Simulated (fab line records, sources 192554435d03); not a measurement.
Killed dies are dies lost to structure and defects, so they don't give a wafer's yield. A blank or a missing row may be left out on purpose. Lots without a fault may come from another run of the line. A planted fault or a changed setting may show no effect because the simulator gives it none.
fab line records | flow n5_finfet
record lots=12 wafers=32 last_day=17
route steps=1938 shown BEOL_M15@1824 PAD_METAL@1895 PASSIVATION@1905
lots that met no fault: from a run of the same line without faults
start_h: hours from the record's first day to the start of the lot's first wafer shown | wait_h: hours since the lot's step before | " the same as in the row above | L1.1+2: a row that stands for several wafers | - no value, or no start given | * or withheld: withheld | < > ~ a bound
route shown NAME@n: a module of which the file shows steps, and the number in the route of the first | usual: mean/standard deviation of fault-free wafers | same: alike in all rows | chamber/n: place in a boat | sites: the reading at each site | _std_site: their standard deviation | _edge_site: outer sites' mean less inner sites' | radius_mm: how far each site lies from the wafer's centre | mask NAME#n: copy n | behind: the tool/chamber that last shaped the wafer | hold: why the lot was held/for how many hours/how that ended | device: the transistor (n, p or np) that didn't switch | end of line: the same wafers' tests at the end of the route | a step without rows: its recipe alone | killed: dies lost to structure and defects at the first sort, not the wafer's yield | map: a wafer's dies, x killed, . not, _ none there
set.NAME: the setting as run; set.NAME@STEP: as run at that earlier step | model.NAME: the simulator's own value behind a step, which no gauge read
steps of the route over a sample of lots; a table a step, a row a wafer
services: from which hour (start_h, from the record's first day; less than 0 if before it) a tool's chamber was out of use, for how many hours, and why
## steps
# step N5_BEOL_M15_CMP_49
# recipe stop_on=SiO2 t_overpolish_s=4.9 down_force_psi=2 platen_rpm=80 clearing_platen_down_force_psi=2 clearing_platen_rpm=80 post_cmp_clean=cu_alkaline target_thk_nm=850 clearing_platen_pad_velocity_m_s=1.5917 pad_velocity_m_s=1.5917
# usual barrier_field_endpoint_s=11.39/0.25 head_pressure_psi=2.000/0.0043 motor_current_A=8.4/0.88 overpolish_run_s=4.899/0.0089
# columns lot.wafer tool chamber start_h wait_h barrier_field_endpoint_s head_pressure_psi motor_current_A overpolish_run_s
L242.1 cmp-01 3 261.20 0.3 11.79 2.003 7.7 4.893
L242.2 " 0 " " 11.52 1.997 8.7 4.889
L242.4 " 2 " " 11.69 2.000 10.7 4.896
L245.1 cmp-01 2 268.47 0.6 11.56 1.997 10.5 4.898
L245.4 " 3 " " 11.20 1.996 7.4 4.901
L245.6 " 1 " " 11.20 1.999 7.9 4.897
L243.4 cmp-01 3 268.62 0.4 11.64 1.995 7.4 4.895
L243.5 " 3 " " 11.70 2.005 7.4 4.882
L243.6 " 0 " " 11.82 1.999 9.4 4.895
L246.4 cmp-04 3 276.02 0.1 11.39 1.996 7.6 4.920
L246.5 " 3 " " 11.38 1.996 7.3 4.885
L246.6 " 0 " " 11.62 1.996 8.3 4.895
L247.3 cmp-04 3 289.12 0.2 11.07 2.003 7.3 4.901
L247.1 " 1 " " 11.35 2.004 8.5 4.907
L247.4 " 2 " " 11.17 1.995 9.1 4.896
L248.4 cmp-04 2 300.61 0.1 11.38 1.994 8.5 4.900
L250.2 cmp-04 2 303.70 0.2 11.13 1.997 8.7 4.890
L255.1 cmp-01 1 331.07 0.3 11.49 2.000 7.9 4.898
L255.2 " 2 " " 11.63 2.004 9.9 4.907
L255.3 " 3 " " 11.41 2.006 7.7 4.916
L260.4 cmp-02 1 365.67 0.2 11.19 2.006 9.6 4.916
L260.1 " 2 " " 11.21 2.004 7.1 4.904
L260.6 " 1 " " 11.36 2.009 9.4 4.908
L259.1 cmp-02 0 367.05 0.3 11.07 1.999 7.4 4.903
L259.3 " 1 " " 10.84 2.003 9.5 4.910
L259.6 " 2 " " 11.02 2.002 7.2 4.904
L264.3 cmp-01 3 396.48 0.2 11.53 2.001 7.5 4.896
L264.4 " 1 " " 11.91 2.003 7.6 4.902
L264.6 " 0 " " 11.32 2.000 9.0 4.903
L263.1 cmp-01 3 399.70 0.3 11.59 1.993 7.2 4.908
L263.3 " 2 " " 11.45 1.993 10.0 4.904
L263.5 " 3 " " 11.21 2.000 7.2 4.892
# step N5_PASSIVATION_SPUTTER_20
# recipe material=TaN target_thk_a=500 temp_c=25 chamber_pressure_pa=0.4
# usual susceptor_temp_C=24.99/0.11 throttle_valve_pct=29.5/0.91
# columns lot.wafer tool chamber start_h wait_h susceptor_temp_C throttle_valve_pct
L245.1 pvd_sputter-01 - 275.53 0.0 25.21 31.5
L245.4 " - " " 25.00 28.3
L245.6 " - " " 25.09 27.8
L243.4 pvd_sputter-02 - 277.90 0.0 25.07 29.8
L243.5 " - " " 24.97 28.9
L243.6 " - " " 24.98 29.5
L242.1 pvd_sputter-02 - 278.83 0.0 24.94 29.7
L242.2 " - " " 24.96 29.5
L242.4 " - " " 24.67 29.5
L246.4 pvd_sputter-02 - 284.02 0.0 25.10 29.2
L246.5 " - " " 25.04 29.0
L246.6 " - " " 25.07 29.5
L247.1 pvd_sputter-02 - 299.45 0.0 25.01 29.7
L247.3 " - " " 24.99 29.6
L247.4 " - " " 25.07 29.7
L248.4 pvd_sputter-02 - 309.59 0.0 24.86 29.8
L250.2 pvd_sputter-01 - 312.22 0.0 24.86 28.7
L255.1 pvd_sputter-02 - 340.34 0.0 24.93 29.5
L255.2 " - " " 24.92 29.8
L255.3 " - " " 24.96 29.7
L259.1 pvd_sputter-02 - 379.99 0.0 24.90 29.6
L259.3 " - " " 24.93 29.5
L259.6 " - " " 24.99 29.9
L260.1 pvd_sputter-02 - 380.33 0.0 24.83 29.4
L260.4 " - " " 25.07 29.9
L260.6 " - " " 25.10 29.6
L264.3 pvd_sputter-01 - 405.10 0.0 24.91 29.4
L264.4 " - " " 25.15 31.3
L264.6 " - " " 25.17 31.6
L263.1 pvd_sputter-01 - 407.88 0.0 24.94 27.8
L263.3 " - " " 25.08 29.0
L263.5 " - " " 25.11 29.4
# step N5_PASSIVATION_CD_MEAS_30
# recipe target_cd_nm=4000 landing_energy_ev=500 detector=se_inlens polarity=opening
# usual cd_nm=4000.1/1.4
# columns lot.wafer tool chamber start_h wait_h cd_nm
L245.1 cd_sem-03 0 276.10 - 3998.8
L245.4 " 0 " " 3998.9
L245.6 " 0 " " 3998.2
L243.4 cd_sem-01 0 278.60 - 3999.3
L243.5 " 0 " " 4001.7
L243.6 " 0 " " 3999.1
L242.1 cd_sem-02 0 279.53 - 3997.8
L242.2 " 0 " " 3998.4
L242.4 " 0 " " 3999.7
L246.4 cd_sem-02 0 284.72 - 3999.6
L246.5 " 0 " " 4001.2
L246.6 " 0 " " 4000.4
L247.1 cd_sem-02 0 300.15 - 4002.3
L247.3 " 0 " " 4001.1
L247.4 " 0 " " 4001.7
L248.4 cd_sem-01 0 310.16 - 3998.7
L250.2 cd_sem-02 0 312.92 - 3999.9
L255.1 cd_sem-02 0 341.04 - 3999.8
L255.2 " 0 " " 4001.1
L255.3 " 0 " " 3999.6
L259.1 cd_sem-03 0 380.56 - 4003.1
L259.3 " 0 " " 4001.6
L259.6 " 0 " " 4001.6
L260.1 cd_sem-03 0 380.90 - 3999.1
L260.4 " 0 " " 4001.0
L260.6 " 0 " " 3998.3
L264.3 cd_sem-03 0 405.68 - 3999.5
L264.4 " 0 " " 3999.3
L264.6 " 0 " " 3998.7
L263.1 cd_sem-01 0 408.45 - 3998.5
L263.3 " 0 " " 3999.6
L263.5 " 0 " " 3998.8
# step N5_PASSIVATION_STRIP_34
# recipe chemistry=O2 power_w=600 temp_c=60 pressure_mtorr=30 rf_frequency_hz=6e+07 bias_power_w=0 overash_fraction=2 o2_flow_sccm=225
# usual drypump_motor_current_A=5.4/0.39 oes_product_au=0.79/0.071 rf_vpp_V=3.5/1.3 showerhead_plenum_p_Torr=2.09/0.059 temp_c=60.00/0.12 throttle_valve_pct=16.81/0.25
# columns lot.wafer tool chamber start_h wait_h drypump_motor_current_A oes_product_au rf_hours_counter_h rf_vpp_V showerhead_plenum_p_Torr temp_c throttle_valve_pct
L245.1 rie_diel-01 2 277.09 0.1 5.5 0.84 66 4.9 2.22 60.21 16.32
L245.4 " 1 " " 6.0 0.74 155 4.0 2.01 59.89 16.94
L245.6 " 2 " " 5.6 0.86 - 4.2 2.22 60.15 16.34
L243.4 rie_diel-02 2 279.48 0.1 5.0 0.68 212 3.8 1.99 60.04 17.13
L243.5 " 2 " " 5.0 0.69 - 3.5 1.99 60.05 17.09
L243.6 " 1 " " 5.4 0.85 - 4.3 2.04 60.19 16.48
L242.1 rie_diel-02 3 280.22 0.1 4.9 0.72 195 3.9 2.09 60.06 16.81
L242.2 " 1 " " 5.4 0.87 48 3.2 2.04 60.17 16.45
L242.4 " 0 " " 5.7 0.74 209 6.3 2.09 60.09 17.11
L246.4 rie_diel-04 2 285.41 0.1 5.7 0.85 59 1.8 2.13 59.94 16.88
L246.5 " 1 " " 4.7 0.95 - 5.8 2.05 60.06 16.54
L246.6 " 0 " " 5.6 0.83 - 1.2 2.12 60.18 16.84
L247.1 rie_diel-01 1 300.84 0.1 6.1 0.74 165 2.3 2.01 59.93 17.01
L247.3 " 0 " " 5.9 0.90 58 0.8 2.13 60.01 16.50
L247.4 " 3 " " 6.2 0.77 142 3.5 2.20 60.01 17.09
L248.4 rie_diel-04 1 310.88 0.1 4.7 0.90 19 1.1 2.05 59.94 16.47
L250.2 rie_diel-02 1 313.61 0.1 5.4 0.84 60 2.0 2.03 60.03 16.47
L255.1 rie_diel-01 3 341.93 0.2 6.2 0.76 159 3.8 2.19 59.88 17.18
L255.2 " 1 " " 6.0 0.73 181 3.1 2.00 60.14 17.01
L255.3 " 2 " " 5.5 0.83 86 3.5 2.21 59.86 16.38
L259.1 rie_diel-04 0 381.25 0.1 5.5 0.79 107 4.2 2.11 59.92 16.88
L259.3 " 1 " " 4.7 0.87 42 5.0 2.04 60.11 16.53
L259.6 " 0 " " 5.5 0.82 - 4.0 2.11 60.01 16.91
L260.1 rie_diel-02 2 381.77 0.3 5.0 0.69 248 2.1 1.98 60.02 17.13
L260.4 " 1 " " 5.4 0.81 83 2.0 2.02 59.94 16.56
L260.6 " 1 " " 5.4 0.82 - 4.0 2.03 59.91 16.51
L264.3 rie_diel-04 3 406.42 0.1 5.4 0.74 169 1.9 2.10 59.98 16.97
L264.4 " 3 " " 5.4 0.73 - 5.4 2.10 59.95 16.94
L264.6 " 2 " " 5.6 0.82 - 2.6 2.12 59.85 16.94
L263.1 rie_diel-01 1 409.28 0.2 6.0 0.70 204 6.7 1.99 60.05 17.08
L263.3 " 3 " " 6.2 0.72 182 0.6 2.18 59.83 17.19
L263.5 " 2 " " 5.6 0.82 - 1.7 2.21 60.03 16.45
# step N5_PASSIVATION_PROBE_49
# usual defect_limited_yield=91.1/1.4 killed_at_M0_to_M3=35/8.7 killed_at_M4_up=14/5.3 killed_at_contacts=12/6.2 killed_at_front_end=41/12 killed_at_other=3.4/2.6 killed_dies=105/16 killed_on_rim=14/3.8 killed_open=67/13 killed_short=36/7.3 sort_bin_5_function=5.2/0.96 sort_bin_6_memory=3.3/0.6 sort_n_pass=1075/16 sort_yield_pct=91.1/1.4
# same gross_dies=1180 killed_at_back_side=0 sort_bin_4_leakage[%]=0 sort_bin_8_speed[%]=0
# columns lot.wafer tool chamber start_h wait_h defect_limited_yield[%] killed_at_M0_to_M3 killed_at_M4_up killed_at_contacts killed_at_front_end killed_at_other killed_dies killed_on_rim killed_open killed_short sort_bin_5_function[%] sort_bin_6_memory[%] sort_n_pass sort_yield_pct[%]
L248.4 prober-01 - 315.33 0.2 48.3 31 535 5 37 2 610 74 63 22 33.5 14.7 570 48.3
L250.2 prober-02 - 317.97 0.1 49.2 29 530 14 21 5 599 79 61 21 32.0 15.8 581 49.2
L260.1 prober-02 - 386.08 0.0 91.5 34 7 9 46 4 100 12 57 42 4.6 3.6 1080 91.5
L260.4 prober-02 - 386.23 0.2 91.3 27 10 7 48 11 103 10 69 34 5.5 3.0 1077 91.3
L260.6 prober-02 - 386.33 0.3 92.0 33 5 14 36 6 94 13 64 29 4.7 3.0 1086 92.0
# killed by level:class
L248.4 BEOL_M15:unspecified=525 STI_FIN_REVEAL:geometric_particle:open=16 BEOL_M0_SAQP:geometric_particle:open=14 FIN_SAQP:geometric_particle:open=7 BEOL_M0_SAQP:geometric_particle:short=5 FIN_SAQP:geometric_particle:short=4 MOL_CONTACT_COAG:geometric_particle:open=4 BEOL_M3:geometric_particle:open=4
L250.2 BEOL_M15:unspecified=516 MOL_CONTACT_COAG:geometric_particle:open=11 FIN_SAQP:geometric_particle:open=10 BEOL_M4:geometric_particle:open=9 BEOL_M0_SAQP:geometric_particle:open=8 BEOL_M1:geometric_particle:open=5 BEOL_M3:geometric_particle:open=5 BEOL_M2:geometric_particle:open=4
L260.1 FIN_SAQP:geometric_particle:short=11 GATE_CUT:geometric_particle:short=10 BEOL_M0_SAQP:geometric_particle:open=10 MOL_CONTACT_COAG:geometric_particle:open=8 ILD0:geometric_particle:short=6 GATE_CUT:geometric_particle:open=6 BEOL_M1:geometric_particle:open=6 BEOL_M2:geometric_particle:open=6
L260.4 STI_FIN_REVEAL:geometric_particle:open=11 BEOL_M3:geometric_particle:open=9 GATE_CUT:geometric_particle:short=8 FIN_SAQP:geometric_particle:short=7 STARTING-WAFER:geometric_particle:short=6 MOL_CONTACT_COAG:geometric_particle:open=5 BEOL_M0:geometric_particle:open=5 BEOL_M1:geometric_particle:open=5
L260.6 MOL_CONTACT_COAG:geometric_particle:open=12 BEOL_M1:geometric_particle:open=11 FIN_SAQP:geometric_particle:open=7 BEOL_M0_SAQP:geometric_particle:short=6 GATE_CUT:geometric_particle:short=5 BEOL_M0_SAQP:geometric_particle:open=5 BEOL_M2:geometric_particle:open=5 FIN_SAQP:geometric_particle:short=4
## services
# columns tool chamber start_h hours kind
cmp-04 - 243.72 28.0 repair
cmp-02 - 264.82 10.7 pm
rie_diel-01 3 270.15 5.9 repair
rie_diel-01 2 285.76 10.5 repair
cmp-01 - 300.61 0.5 repair
rie_diel-01 0 307.46 4.7 repair
cmp-02 - 308.38 3.8 repair
rie_diel-01 0 314.89 13.9 repair
cmp-02 - 328.15 4.0 pm
rie_diel-01 1 329.92 2.2 repair
cmp-04 - 340.01 0.6 repair
rie_diel-04 3 350.74 3.8 repair
rie_diel-01 - 352.40 0.5 repair
pvd_sputter-01 - 363.13 9.5 repair
cmp-01 - 364.32 22.6 repair
pvd_sputter-02 - 369.14 3.4 repair
rie_diel-01 - 374.73 2.8 pm
cmp-02 - 385.79 1.3 repair
cmp-01 - 387.18 6.0 pm
rie_diel-02 2 388.73 - clean
rie_diel-02 2 388.73 - consumable_replace:focus_ring
rie_diel-01 0 391.51 7.0 repair
cmp-04 - 393.25 3.5 pm
cmp-02 - 400.42 0.5 repair
## key
first_sign step=N5_PASSIVATION_PROBE_49 reading=killed_at_M4_up direction=up sigmas=97 usual=14 struck=532
effect step=N5_PASSIVATION_PROBE_49 reading=defect_limited_yield direction=down sigmas=31 usual=91.1 struck=48.8
more_kills_born_at N5_BEOL_M15_CMP_49@cmp-04=1041
met_at N5_BEOL_M15_CMP_49
struck_lots L248,L250
struck_wafers L248.4,L250.2
not_acting_at N5_PASSIVATION_SPUTTER_20,N5_PASSIVATION_CD_MEAS_30,N5_PASSIVATION_STRIP_34
onset_between 289.12 300.61
earlier_fault kind=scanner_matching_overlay tool=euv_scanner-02 chamber=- onset_h=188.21 steps=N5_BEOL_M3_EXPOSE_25 offset=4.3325
fault kind=chamber_particle_source tool=cmp-04 chamber=2 onset_h=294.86 steps=N5_BEOL_M15_CMP_49 rate_per_visit_cm2=1.1897
